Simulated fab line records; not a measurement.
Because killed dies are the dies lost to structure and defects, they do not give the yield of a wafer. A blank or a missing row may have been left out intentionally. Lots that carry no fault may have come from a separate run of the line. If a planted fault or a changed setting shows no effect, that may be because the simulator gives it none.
Which tool was responsible? | flow n5 finfet | 30 wafers from 10 lots sampled at 2 of the route's 1938 steps

## WHAT EACH GAUGE READ, for each wafer
N5_BEOL_M6_CD_MEAS_18: pitch 80 nm, target cd 40 nm.
lot  | measured     | on        | cd nm (nm)
L980 | day 8 23:13  | cd sem-03 | 40.3 40.6 40.2
L979 | day 8 23:28  | cd sem-03 | 40.0 39.8 40.1
L982 | day 9 21:17  | cd sem-02 | 41.6 41.0 40.8
L983 | day 10 01:24 | cd sem-03 | 39.2 39.6 40.1
L988 | day 10 23:29 | cd sem-02 | 41.1 40.4 40.6
L991 | day 11 16:17 | cd sem-01 | 39.7 39.8 39.2
L994 | day 12 15:10 | cd sem-03 | 40.3 39.6 40.0
L995 | day 13 09:59 | cd sem-03 | 40.3 40.1 40.0
L997 | day 13 13:13 | cd sem-03 | 40.6 40.5 40.1
L998 | day 14 04:41 | cd sem-02 | 40.1 40.4 40.1

## WHAT TOOL EACH LOT RAN ON (gives the tool, then ch and the chambers of the sampled wafers, and finally the start)
lot  | N5_BEOL_M6_HM_OPEN_17
L980 | rie metal-03 ch 0,1, day 8 23:02
L979 | rie metal-03 ch 0,1, day 8 23:17
L982 | rie metal-02 ch 0,1, day 9 20:54
L983 | rie metal-03 ch 0,1, day 10 01:10
L988 | rie metal-02 ch 0,1, day 10 23:18
L991 | rie metal-01 ch 0,1, day 11 16:05
L994 | rie metal-01 ch 0,1, day 12 14:58
L995 | rie metal-02 ch 0,1, day 13 09:47
L997 | rie metal-03 ch 0,1, day 13 13:02
L998 | rie metal-03 ch 0, day 14 04:25
- N5_BEOL_M6_HM_OPEN_17: chemistry Cl2/BCl3, target TiN, target depth 20 nm, overetch 6 nm.

## THE ANSWER, worked out from the rows above alone
Rule: what is usual is taken from the lots themselves. Put in order of their means at a reading, lots are off if they are a third of the lots or fewer, leave a main group of 4 or more, and stand apart from it by a gap of 3 or more times the standard deviation of the main group's means; of several such gaps the widest counts. If all means in a main group match to the digits the tables above print for the reading, that group is not used. Also off: a lot with no number at a reading for which 4 or more lots have one. Any other lot the step has rows for is counted as sound.
No lot is off at any reading shown: from this, nothing can be told.

## WHAT THE SIMULATOR HAD INSERTED
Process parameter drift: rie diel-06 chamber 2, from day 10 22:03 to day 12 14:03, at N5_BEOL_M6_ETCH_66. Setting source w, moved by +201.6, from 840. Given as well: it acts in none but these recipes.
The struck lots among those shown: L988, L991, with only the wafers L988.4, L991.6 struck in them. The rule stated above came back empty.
